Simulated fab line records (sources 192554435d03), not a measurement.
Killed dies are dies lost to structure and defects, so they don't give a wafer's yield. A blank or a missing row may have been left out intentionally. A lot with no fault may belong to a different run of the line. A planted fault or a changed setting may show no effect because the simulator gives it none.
fab line records	flow n5_finfet
[record] lots = 7	wafers = 39
route steps=1938 shown SPACER0@258 SDB@373 MOL_CONTACT_COAG@547 BEOL_M1@751 BEOL_M3@980 BEOL_M8@1371 BEOL_M9@1419
start_h: start of the lot's first displayed wafer, in hours after the record's first day	wait_h: hours since the lot's step before	" unchanged from the row above	L1.1+2: several wafers, shown together as one row	- no value, or no start given	* or withheld: withheld	< > ~ a bound
route shown NAME@n: a module of which the file shows steps, and the number in the route of the first	usual: the fault-free wafers' mean and standard deviation	same: alike in all rows	chamber/n: place in a boat	sites: readings site by site	_std_site: standard deviation of those values	_edge_site: inner sites' mean taken away from outer sites' mean	radius_mm: for every site, how far away it sits from the centre of the wafer	mask NAME#n: copy n	behind: the last tool/chamber to shape the wafer	hold: cause of the lot's hold/its duration in hours/its outcome	device: the transistor (n, p or np) that didn't switch	end of line: the same wafers' tests at the end of the route	step lacking rows: just its recipe	killed: the dies lost at the first sort to structure and to defects; this is not the yield of the wafer	map: per-die view of a wafer (x killed, . not killed, _ where there is no die)
set.NAME: setting as actually run; set.NAME@STEP: the setting as run at that earlier step	model.NAME: the simulator's own value behind a step, which no gauge read
lots where settings were altered on purpose, with a table for each step and a row for each wafer
[[steps]]
[step N5_SPACER0_ALD_07]
[recipe] material = SiNx	target_thk_a = 20	temp_c = 400	ald_precursor_family = SiH2I2	ald_co_reactant = N2/H2-plasma	pressure_torr = 2
lot.wafer	tool	chamber	start_h	wait_h	set.target_thk_a	model.SiNx_of_SPACER0_ALD_07.thk_nm
L076.1+2+5	ald_sin-02	0,1,2	65.67	0.0	24.47	2.4
L076.3+4+6	"	3,2,3	"	"	20	2
L077.1+3+6	ald_sin-03	3,0,0	67.09	0.0	20	2
L077.2+4+5	"	1,2,1	"	"	12.84	1.2
L085.1+3+6	ald_sin-02	2,3,1	117.56	0.4	26.89	2.6
L085.2+4+5	"	0,1,0	"	"	20	2
L086.1+5+6	ald_sin-01	3,1,0	123.59	0.0	20	2
L086.2+3+4	"	0,2,1	"	"	10.09	1
L090.1+2+6	ald_sin-03	0,1,2	144.07	0.0	20	2
L090.3+4+5	"	3,2,1	"	"	15.54	1.6
L091.2+4+5	ald_sin-02	2,0,2	149.43	0.0	20	2
L093.1+2+6	ald_sin-03	3,2,3	162.79	0.0	20	2
L093.3+4+5	"	0,2,0	"	"	13.7	1.4
[step N5_SDB_ALD_29]
[recipe] material = SiNx	target_thk_a = 300	temp_c = 400	ald_precursor_family = SiH2I2	ald_co_reactant = N2/H2-plasma	pulse_time_s = 1	ald_cycles = 600	purge_time_s = 2	co_reactant_purge_time_s = 2	pressure_torr = 2
lot.wafer	tool	chamber	start_h	wait_h	set.ald_cycles	model.SiNx_of_SDB_ALD_29.thk_nm
L076.1	ald_sin-01	3	84.92	0.0	600	30
L076.2+6	"	1,3	"	"	383	19.2
L076.3	"	2	"	"	600	29.8
L076.4	"	2	86.27	1.4	383	19
L076.5	"	1	"	"	600	30.2
L077.1	ald_sin-04	2	85.71	0.4	600	30.2
L077.2	"	0	"	"	298	14.8
L077.3+6	"	3	"	"	298	15
L077.4	"	1	"	"	600	30
L077.5	"	0	87.07	1.7	600	29.8
L085.1+5	ald_sin-02	0	135.44	0.0	600	30
L085.2+4+6	"	2,3,3	"	"	503	25
L085.3	"	1	"	"	600	29.8
L086.1+6	ald_sin-02	0,1	144.11	0.0	879	44.2
L086.2	"	3	"	"	879	44
L086.3+5	"	1,0	"	"	600	30.2
L086.4	"	2	"	"	600	30
L090.1+2+4+5+6	ald_sin-02	0,3,1,3,0	162.77	0.0	600	30
L090.3	"	2	"	"	600	29.8
L091.2+4+5	ald_sin-02	2,3,2	169.17	0.0	600	29.8
L093.1	ald_sin-01	3	181.64	0.0	600	30.2
L093.2+3	"	2,3	"	"	600	30
L093.4+5	"	2	183.00	1.4	345	17.2
L093.6	"	3	184.35	2.7	345	17.4
[step N5_SDB_CMP_30]
[recipe] stop_on = poly-Si	t_overpolish_s = 1.54	post_cmp_clean = alkaline_brush	down_force_psi = 4.1491	platen_rpm = 51.796	pad_velocity_m_s = 1.0306	target_thk_nm = 30
lot.wafer	tool	chamber	start_h	wait_h	set.ald_cycles@SDB_ALD_29	model.SiNx_of_SDB_ALD_29.thk_nm
L076.3	cmp-04	2	87.65	1.4	600	29.8
L076.1	"	3	"	"	600	30
L076.2+6	"	0,2	"	"	383	19.2
L076.4	"	1	"	"	383	19
L076.5	"	3	"	"	600	30.2
L077.3+6	cmp-04	2,3	88.45	1.4	298	15
L077.4	"	3	"	"	600	30
L077.2	"	0	"	"	298	14.8
L077.1	"	1	"	"	600	30.2
L077.5	"	2	"	"	600	29.8
L085.1+5	cmp-04	0,1	138.17	1.4	600	30
L085.4+2+6	"	1,2,0	"	"	503	25
L085.3	"	3	"	"	600	29.8
L086.3+5	cmp-01	3,0	146.84	1.4	600	30.2
L086.1	"	0	"	"	879	30.6
L086.2	"	1	"	"	879	29
L086.4	"	2	"	"	600	30
L086.6	"	3	"	"	879	28.8
L090.2+4+1+6+5	cmp-01	2,0,1,2,3	165.51	1.4	600	30
L090.3	"	3	"	"	600	29.8
L091.2+4+5	cmp-03	2,3,0	171.98	1.5	600	29.8
L093.1	cmp-04	3	185.73	2.7	600	30.2
L093.2+3	"	0,1	"	"	600	30
L093.4+5	"	2,0	"	"	345	17.2
L093.6	"	3	"	"	345	17.4
[step N5_MOL_CONTACT_COAG_SPUTTER_143]
[recipe] material = Co	target_thk_a = 25	temp_c = 25	chamber_pressure_pa = 0.2
lot.wafer	tool	chamber	start_h	wait_h	set.target_thk_a	model.Co_of_MOL_CONTACT_COAG_SPUTTER_143.thk_nm
L076.1+3+5+6	pvd_sputter-03	-	108.37	0.0	25	2.4
L076.2+4	"	-	"	"	25	2.6
L077.1+5+6	pvd_sputter-01	-	110.86	0.0	34.92	3.4
L077.2+3+4	"	-	"	"	25	2.4
L085.1+2+6	pvd_sputter-02	-	158.95	0.0	25	2.4
L085.3+4	"	-	"	"	20.44	2
L085.5	"	-	"	"	20.44	1.8
L086.1	pvd_sputter-02	-	170.45	0.0	25	2.6
L086.2+5	"	-	"	"	25	2.4
L086.3+4+6	"	-	"	"	36.27	3.6
L090.1+4	pvd_sputter-01	-	186.51	0.0	25	2.6
L090.2+3+5	"	-	"	"	13.55	1.4
L090.6	"	-	"	"	25	2.4
L091.2+5	pvd_sputter-02	-	194.47	0.0	25	2.4
L091.4	"	-	"	"	25	2.2
L093.1+5+6	pvd_sputter-02	-	207.31	0.0	10.8	1
L093.2+3+4	"	-	"	"	25	2.4
[step N5_BEOL_M1_ILD_DEP_00]
[recipe] material = SiOC	target_thk_a = 790	temp_c = 350	precursor = DEMS/O2	pressure_torr = 5	rf_w = 500	time_s = 15.3
lot.wafer	tool	chamber	start_h	wait_h	set.target_thk_a	model.SiOC_of_BEOL_M1_ILD_DEP_00.thk_nm
L076.1+6	pecvd-04	1,2	136.94	0.0	790	78.2
L076.2	"	2	"	"	790	77
L076.3	"	0	"	"	790	78.8
L076.4	"	1	"	"	790	79.4
L076.5	"	0	"	"	790	80.2
L077.1	pecvd-02	1	137.99	0.0	1157	114.8
L077.2	"	0	"	"	790	77.6
L077.3	"	2	"	"	790	78
L077.4	"	2	"	"	1157	117
L077.5	"	0	"	"	790	79
L077.6	"	1	"	"	1157	116.6
L085.1	pecvd-04	1	191.76	0.0	790	79
L085.2	"	0	"	"	1001	99
L085.3	"	2	"	"	1001	98.8
L085.4	"	1	"	"	790	79.8
L085.5	"	0	"	"	1001	100.8
L085.6	"	2	"	"	790	78.4
L086.1	pecvd-04	0	199.52	0.0	1102	109.8
L086.2	"	1	"	"	1102	109.6
L086.3	"	2	"	"	790	77.2
L086.4	"	2	"	"	1102	111
L086.5	"	0	"	"	790	80.8
L086.6	"	1	"	"	790	80.2
L090.1+5	pecvd-02	1,2	215.38	0.0	790	78.8
L090.2	"	2	"	"	790	78.2
L090.3	"	0	"	"	561.3	56
L090.4	"	0	"	"	561.3	55.4
L090.6	"	1	"	"	561.3	55.8
L091.2	pecvd-01	2	224.74	0.0	790	77.2
L091.4	"	0	"	"	790	80
L091.5	"	1	"	"	790	79.2
L093.1	pecvd-02	1	232.17	0.0	470	47.4
L093.2	"	0	"	"	470	45.8
L093.3	"	2	"	"	790	77.6
L093.4	"	0	"	"	470	47.2
L093.5+6	"	1,2	"	"	790	79.4
[step N5_BEOL_M1_THK_MEAS_01]
[recipe] reads = SiOC_of_BEOL_M1_ILD_DEP_00
[usual] M1_ILD_THK = 79.1/1
lot.wafer	tool	chamber	start_h	wait_h	set.target_thk_a@BEOL_M1_ILD_DEP_00	M1_ILD_THK[nm]
L076.1	film_metro-02	-	137.01	0.0	790	78.1
L076.2	"	-	"	"	790	77.1
L076.3	"	-	"	"	790	78.9
L076.4	"	-	"	"	790	79.5
L076.5	"	-	"	"	790	80.2
L076.6	"	-	"	"	790	78.3
L077.1	film_metro-02	-	138.06	0.0	1157	114.9
L077.2	"	-	"	"	790	77.6
L077.3	"	-	"	"	790	77.9
L077.4	"	-	"	"	1157	117.0
L077.5	"	-	"	"	790	78.9
L077.6	"	-	"	"	1157	116.6
L085.1	film_metro-02	-	191.83	0.0	790	79.0
L085.2	"	-	"	"	1001	98.9
L085.3	"	-	"	"	1001	98.8
L085.4	"	-	"	"	790	79.8
L085.5	"	-	"	"	1001	100.8
L085.6	"	-	"	"	790	78.4
L086.1	film_metro-02	-	199.58	0.0	1102	109.9
L086.2	"	-	"	"	1102	109.6
L086.3	"	-	"	"	790	77.3
L086.4	"	-	"	"	1102	111.0
L086.5	"	-	"	"	790	80.8
L086.6	"	-	"	"	790	80.2
L090.1	film_metro-01	-	215.44	0.0	790	78.8
L090.2	"	-	"	"	790	78.2
L090.3	"	-	"	"	561.3	55.9
L090.4	"	-	"	"	561.3	55.4
L090.5	"	-	"	"	790	78.7
L090.6	"	-	"	"	561.3	55.9
L091.2	film_metro-01	-	224.81	0.1	790	77.1
L091.4	"	-	"	"	790	79.9
L091.5	"	-	"	"	790	79.3
L093.1	film_metro-02	-	232.24	0.0	470	47.3
L093.2	"	-	"	"	470	45.8
L093.3	"	-	"	"	790	77.5
L093.4	"	-	"	"	470	47.1
L093.5	"	-	"	"	790	79.3
L093.6	"	-	"	"	790	79.4
[step N5_BEOL_M3_TRENCH_ETCH_37]
[recipe] chemistry = C4F6/O2	target_depth_a = 555.55	target = SiOC	time_s = 29.2	ion_energy_ev = 250	pressure_mtorr = 30	source_w = 355	bias_w = 185	Ar_flow_sccm = 300	C4F6_flow_sccm = 10	O2_flow_sccm = 10
lot.wafer	tool	chamber	start_h	wait_h	set.time_s	model.etch.depth_nm	model.BEOL_M3.feature_depth_nm	model.TiN_of_BEOL_M3_HM_DEP_02.thk_nm
L077.1	rie_diel-03	0	-	-	42.43	77.51	77.6	16.8
L077.2	"	3	"	"	29.2	55.85	55.8	17.8
L077.3	"	0	"	"	42.43	77.34	77.4	16.6
L077.4	"	3	"	"	42.43	80.56	80.6	16.4
L077.5	"	3	"	"	29.2	55.71	55.8	17.4
L077.6	"	0	"	"	29.2	52.92	53	18
L076.1	rie_diel-03	0	-	-	29.2	54.49	54.4	18
L076.2	"	3	"	"	29.2	56.55	56.6	18.2
L076.3	"	1	"	"	29.2	57.19	57.2	18
L076.4	"	2	"	"	29.2	54.97	55	17.6
L076.5	"	3	"	"	29.2	57.09	57	17.8
L076.6	"	0	"	"	29.2	54.25	54.2	18.4
L085.1	rie_diel-05	3	-	-	41.37	80.02	80	16.8
L085.2	"	0	"	"	41.37	78.65	78.6	16.4
L085.3	"	1	"	"	41.37	79.45	79.4	16.8
L085.4	"	2	"	"	29.2	54.78	54.8	17.8
L085.5	"	1	"	"	29.2	56.37	56.4	17.6
L085.6	"	0	"	"	29.2	55.62	55.6	18
L086.1	rie_diel-04	2	-	-	29.2	55.38	55.4	17.4
L086.2	"	0	"	"	22.5	43.21	43.2	17.8
L086.3	"	3	"	"	29.2	55.6	55.6	17.4
L086.4	"	2	"	"	22.5	42.7	42.8	17.6
L086.5	"	3	"	"	22.5	42.69	42.6	17.8
L086.6	"	0	"	"	29.2	56.25	56.2	17.4
L090.1	rie_diel-05	2	-	-	29.2	55.15	55.2	17.8
L090.2	"	0	"	"	29.2	55.76	55.8	17.6
L090.3	"	3	"	"	18.31	35.29	35.2	18.2
L090.4	"	3	"	"	29.2	55.77	55.8	17.2
L090.5	"	2	"	"	18.31	34.26	34.2	18.2
L090.6	"	0	"	"	18.31	34.85	34.8	18.4
L091.2	rie_diel-04	0	-	-	29.2	55.67	55.6	17.4
L091.4	"	1	"	"	29.2	56.5	56.4	17.4
L091.5	"	0	"	"	29.2	55.69	55.6	17.8
L093.1	rie_diel-03	1	-	-	16.33	31.67	31.6	18.6
L093.2	"	3	"	"	29.2	56.44	56.4	17.4
L093.3	"	2	"	"	16.33	30.01	30	18.8
L093.4	"	0	"	"	16.33	30.09	30	18.8
L093.5	"	0	"	"	29.2	53.52	53.6	17.8
L093.6	"	3	"	"	29.2	55.78	55.8	17.6
[step N5_BEOL_M3_ETCH_41]
[recipe] chemistry = CH3F/O2	target = SiCN	target_depth_a = 299	taper_deg = 2	time_s = 52.5	ion_energy_ev = 120	mask_material = TiN	pressure_mtorr = 30	source_w = 395	bias_w = 75	Ar_flow_sccm = 150	CH3F_flow_sccm = 30	O2_flow_sccm = 20
[step N5_BEOL_M3_STRIP_97]
[recipe] chemistry = N2/H2	time_s = 10	power_w = 450	temp_c = 40	pressure_mtorr = 20	rf_frequency_hz = 6e+07	bias_power_w = 7	n2_flow_sccm = 200	h2_flow_sccm = 200
[step N5_BEOL_M3_OCD_MEAS_38]
[usual] trench_depth_nm = 55.5/1
lot.wafer	tool	chamber	start_h	wait_h	set.time_s@BEOL_M3_TRENCH_ETCH_37	trench_depth_nm
L077.1	ocd-01	-	166.19	-	42.43	77.7
L077.2	"	-	"	"	29.2	56.1
L077.3	"	-	"	"	42.43	77.4
L077.4	"	-	"	"	42.43	80.5
L077.5	"	-	"	"	29.2	55.5
L077.6	"	-	"	"	29.2	52.9
L076.1	ocd-02	-	172.06	-	29.2	54.6
L076.2	"	-	"	"	29.2	56.5
L076.3	"	-	"	"	29.2	57.7
L076.4	"	-	"	"	29.2	55.0
L076.5	"	-	"	"	29.2	57.2
L076.6	"	-	"	"	29.2	54.1
L085.1	ocd-02	-	226.68	-	41.37	79.8
L085.2	"	-	"	"	41.37	78.9
L085.3	"	-	"	"	41.37	79.3
L085.4	"	-	"	"	29.2	54.5
L085.5	"	-	"	"	29.2	56.3
L085.6	"	-	"	"	29.2	55.2
L086.1	ocd-01	-	244.58	-	29.2	55.4
L086.2	"	-	"	"	22.5	43.0
L086.3	"	-	"	"	29.2	55.5
L086.4	"	-	"	"	22.5	43.3
L086.5	"	-	"	"	22.5	42.7
L086.6	"	-	"	"	29.2	56.4
L090.1	ocd-01	-	251.11	-	29.2	54.8
L090.2	"	-	"	"	29.2	55.9
L090.3	"	-	"	"	18.31	35.4
L090.4	"	-	"	"	29.2	55.4
L090.5	"	-	"	"	18.31	34.0
L090.6	"	-	"	"	18.31	34.8
L091.2	ocd-01	-	255.10	-	29.2	55.8
L091.4	"	-	"	"	29.2	56.6
L091.5	"	-	"	"	29.2	55.6
L093.1	ocd-02	-	274.07	-	16.33	31.6
L093.2	"	-	"	"	29.2	56.3
L093.3	"	-	"	"	16.33	30.1
L093.4	"	-	"	"	16.33	30.0
L093.5	"	-	"	"	29.2	53.2
L093.6	"	-	"	"	29.2	55.7
[step N5_BEOL_M8_ETCH_66]
[recipe] chemistry = N2/H2	target = SOC	target_depth_a = 800	overetch_a = 160	mask_material = SiARC	temp_c = 40	time_s = 120	ion_energy_ev = 200	pressure_mtorr = 30	source_w = 840	bias_w = 150	n2_flow_sccm = 200	h2_flow_sccm = 200
lot.wafer	tool	chamber	start_h	wait_h	set.target_depth_a	model.SiARC_of_BEOL_M8_COAT_64.thk_nm	model.BEOL_M8.cd_nm
L077.1+5	rie_diel-01	3,0	219.55	0.0	800	6.2	40.2
L077.2+3+4+6	"	1,0,1,3	"	"	800	6.4	40.2
L076.1+5	rie_diel-02	0	225.14	0.0	800	6.4	39.6
L076.2+4	"	3,1	"	"	800	6.4	40
L076.3	"	2	"	"	800	6	39.8
L076.6	"	3	"	"	800	6.6	40.4
L085.1	rie_diel-02	0	280.84	0.0	464.3	8.4	38.8
L085.2+5	"	1	"	"	464.3	8.6	39
L085.3	"	2	"	"	800	6.2	39.8
L085.4	"	3	"	"	800	6.6	39.8
L085.6	"	0	"	"	800	6.4	39.6
L086.1	rie_diel-06	0	294.70	0.0	674.7	7	39.8
L086.2+6	"	1,3	"	"	674.7	7.2	39.6
L086.3+5	"	2	"	"	800	6.4	40
L086.4	"	3	"	"	800	6.4	39.8
L090.1	rie_diel-02	3	304.06	0.0	800	6.4	39.8
L090.2	"	0	"	"	1265	3.6	40.8
L090.3	"	2	"	"	1265	3.2	40.8
L090.4	"	3	"	"	800	6.6	40.2
L090.5	"	0	"	"	800	6.4	39.6
L090.6	"	2	"	"	1265	3.4	41
L091.2+5	rie_diel-06	2	313.86	0.0	800	6.4	39.8
L091.4	"	0	"	"	800	6	40.2
L093.1	rie_diel-06	2	324.41	0.0	523.1	8	38.8
L093.2	"	1	"	"	800	6.4	40
L093.3	"	0	"	"	800	6	39.8
L093.4	"	3	"	"	800	6.2	39.4
L093.5	"	2	"	"	523.1	8	39
L093.6	"	1	"	"	523.1	8	39.2
[step N5_BEOL_M9_ETCH_62]
[recipe] chemistry = N2/H2	target = SOC	target_depth_a = 1100	overetch_a = 220	mask_material = SiARC	temp_c = 40	time_s = 165	ion_energy_ev = 200	pressure_mtorr = 30	source_w = 840	bias_w = 150	n2_flow_sccm = 200	h2_flow_sccm = 200
lot.wafer	tool	chamber	start_h	wait_h	set.time_s	model.etch.depth_nm	model.SiARC_of_BEOL_M9_COAT_60.thk_nm
L077.1	rie_diel-03	0	228.34	0.0	165	99.7	23.8
L077.2	"	2	"	"	165	100.4	23.4
L077.3	"	3	"	"	165	100.2	23.2
L077.4	"	1	"	"	165	100	23.4
L077.5	"	1	"	"	165	100.3	23.2
L077.6	"	0	"	"	165	100.2	23.8
L076.1	rie_diel-05	3	231.08	0.0	165	99.85	23.6
L076.2	"	1	"	"	82.98	67.3	26.6
L076.3	"	0	"	"	165	99.91	23.4
L076.4	"	2	"	"	82.98	66.32	26.8
L076.5	"	2	"	"	82.98	66.53	26.8
L076.6	"	3	"	"	165	100	23.6
L085.1	rie_diel-04	2	288.23	0.0	125.6	99.8	24.8
L085.2	"	3	"	"	125.6	99.87	24.8
L085.3	"	0	"	"	165	99.68	23.2
L085.4	"	1	"	"	165	99.83	23
L085.5	"	1	"	"	165	99.59	23
L085.6	"	2	"	"	125.6	99.86	24.8
L086.1	rie_diel-05	1	301.46	0.0	165	100	23.2
L086.2	"	0	"	"	165	100	23.4
L086.3+5	"	2,0	"	"	260.1	100	19.8
L086.4	"	2	"	"	165	99.99	23.4
L086.6	"	1	"	"	260.1	99.92	19.4
L090.1	rie_diel-05	1	311.26	0.0	165	99.75	23.2
L090.2	"	2	"	"	165	100	23.6
L090.3	"	0	"	"	165	99.45	23.4
L090.4	"	3	"	"	130.3	99.46	25.2
L090.5	"	1	"	"	130.3	99.69	24.8
L090.6	"	2	"	"	130.3	99.66	25
L091.2	rie_diel-03	0	320.63	0.0	165	100.1	23.8
L091.4	"	1	"	"	165	99.7	23.2
L091.5	"	2	"	"	165	99.78	23.6
L093.1	rie_diel-05	1	330.57	0.0	165	100	23.6
L093.2	"	2	"	"	165	100.2	23.8
L093.3	"	0	"	"	115.6	92.6	25.6
L093.4	"	3	"	"	115.6	93.83	25.6
L093.5	"	1	"	"	165	100.2	23.4
L093.6	"	0	"	"	115.6	92.42	25.6
[step N5_BEOL_M9_STRIP_68]
[recipe] chemistry = N2/H2	temp_c = 40	n2_flow_sccm = 200	h2_flow_sccm = 200	rf_frequency_hz = 6e+07
[step N5_BEOL_M9_STRIP_67]
[recipe] chemistry = CF4	resist = SiARC	power_w = 300	bias_power_w = 75	pressure_mtorr = 50	cf4_flow_sccm = 150	rf_frequency_hz = 6e+07
[step N5_BEOL_M9_ETCH_41]
[recipe] chemistry = CH3F/O2	target = SiCN	target_depth_a = 366	taper_deg = 2	time_s = 70.1	ion_energy_ev = 120	mask_material = TiN	pressure_mtorr = 30	source_w = 395	bias_w = 75	Ar_flow_sccm = 150	CH3F_flow_sccm = 30	O2_flow_sccm = 20
[step N5_BEOL_M9_STRIP_80]
[recipe] chemistry = N2/H2	time_s = 10	power_w = 450	temp_c = 40	pressure_mtorr = 20	rf_frequency_hz = 6e+07	bias_power_w = 7	n2_flow_sccm = 200	h2_flow_sccm = 200
[step N5_BEOL_M9_OCD_MEAS_38]
[usual] trench_depth_nm = 152.1/2.9
lot.wafer	tool	chamber	start_h	wait_h	set.time_s@BEOL_M9_ETCH_62	trench_depth_nm
L077.1	ocd-02	-	230.03	-	165	148.9
L077.2	"	-	"	"	165	156.3
L077.3	"	-	"	"	165	147.1
L077.4	"	-	"	"	165	153.9
L077.5	"	-	"	"	165	152.7
L077.6	"	-	"	"	165	146.5
L076.1	ocd-02	-	232.62	-	165	152.8
L076.2	"	-	"	"	82.98	-
L076.3	"	-	"	"	165	155.0
L076.4	"	-	"	"	82.98	-
L076.5	"	-	"	"	82.98	-
L076.6	"	-	"	"	165	148.6
L085.1	ocd-01	-	291.74	-	125.6	138.4
L085.2	"	-	"	"	125.6	118.9
L085.3	"	-	"	"	165	149.6
L085.4	"	-	"	"	165	153.6
L085.5	"	-	"	"	165	153.9
L085.6	"	-	"	"	125.6	141.1
L086.1	ocd-01	-	304.30	-	165	153.7
L086.2	"	-	"	"	165	150.8
L086.3	"	-	"	"	260.1	148.6
L086.4	"	-	"	"	165	149.4
L086.5	"	-	"	"	260.1	150.4
L086.6	"	-	"	"	260.1	151.8
L090.1	ocd-01	-	313.33	-	165	149.3
L090.2	"	-	"	"	165	150.5
L090.3	"	-	"	"	165	154.5
L090.4	"	-	"	"	130.3	151.1
L090.5	"	-	"	"	130.3	151.6
L090.6	"	-	"	"	130.3	140.8
L091.2	ocd-02	-	324.56	-	165	153.5
L091.4	"	-	"	"	165	151.5
L091.5	"	-	"	"	165	155.1
L093.1	ocd-02	-	331.99	-	165	148.7
L093.2	"	-	"	"	165	152.4
L093.3	"	-	"	"	115.6	1.2
L093.4	"	-	"	"	115.6	4.0
L093.5	"	-	"	"	165	151.2
L093.6	"	-	"	"	115.6	1.5
[[key]]
[split] step = N5_SPACER0_ALD_07	setting = target_thk_a	stated = 20	by = wafer
[response] step = N5_SPACER0_ALD_07	reading = model.SiNx_of_SPACER0_ALD_07.thk_nm	change = +0.0196	per = 1%	r = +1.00
[split] step = N5_SDB_ALD_29	setting = ald_cycles	stated = 600	by = wafer
[response] step = N5_SDB_ALD_29	reading = model.SiNx_of_SDB_ALD_29.thk_nm	change = +0.301	per = 1%	r = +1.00
[response] step = N5_SDB_CMP_30	reading = model.SiNx_of_SDB_ALD_29.thk_nm	shape = bent	at_lowest = 14.93	at_stated = 29.98	at_highest = 29.47
[split] step = N5_MOL_CONTACT_COAG_SPUTTER_143	setting = target_thk_a	stated = 25	by = wafer
[response] step = N5_MOL_CONTACT_COAG_SPUTTER_143	reading = model.Co_of_MOL_CONTACT_COAG_SPUTTER_143.thk_nm	change = +0.0249	per = 1%	r = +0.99
[split] step = N5_BEOL_M1_ILD_DEP_00	setting = target_thk_a	stated = 790	by = wafer
[response] step = N5_BEOL_M1_ILD_DEP_00	reading = model.SiOC_of_BEOL_M1_ILD_DEP_00.thk_nm	change = +0.793	per = 1%	r = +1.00
[response] step = N5_BEOL_M1_THK_MEAS_01	reading = M1_ILD_THK	change = +0.794	per = 1%	r = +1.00
[split] step = N5_BEOL_M3_TRENCH_ETCH_37	setting = time_s	stated = 29.2	by = wafer
[response] step = N5_BEOL_M3_TRENCH_ETCH_37	reading = model.etch.depth_nm	change = +0.552	per = 1%	r = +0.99
[response] step = N5_BEOL_M3_TRENCH_ETCH_37	reading = model.BEOL_M3.feature_depth_nm	change = +0.552	per = 1%	r = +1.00
[response] step = N5_BEOL_M3_TRENCH_ETCH_37	reading = model.TiN_of_BEOL_M3_HM_DEP_02.thk_nm	change = -0.024	per = 1%	r = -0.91
[response] step = N5_BEOL_M3_OCD_MEAS_38	reading = trench_depth_nm	change = +0.552	per = 1%	r = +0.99
[split] step = N5_BEOL_M8_ETCH_66	setting = target_depth_a	stated = 800	by = wafer
[response] step = N5_BEOL_M8_ETCH_66	reading = model.SiARC_of_BEOL_M8_COAT_64.thk_nm	change = -0.0519	per = 1%	r = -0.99
[response] step = N5_BEOL_M8_ETCH_66	reading = model.BEOL_M8.cd_nm	change = +0.0184	per = 1%	r = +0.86
[split] step = N5_BEOL_M9_ETCH_62	setting = time_s	stated = 165	by = wafer
[response] step = N5_BEOL_M9_ETCH_62	reading = model.etch.depth_nm	shape = bent	at_lowest = 66.72	at_stated = 99.96	at_highest = 99.99
[response] step = N5_BEOL_M9_ETCH_62	reading = model.SiARC_of_BEOL_M9_COAT_60.thk_nm	change = -0.0656	per = 1%	r = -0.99
[response] step = N5_BEOL_M9_OCD_MEAS_38	reading = trench_depth_nm	shape = bent	at_lowest = 2.2	at_stated = 151.6	at_highest = 150.3
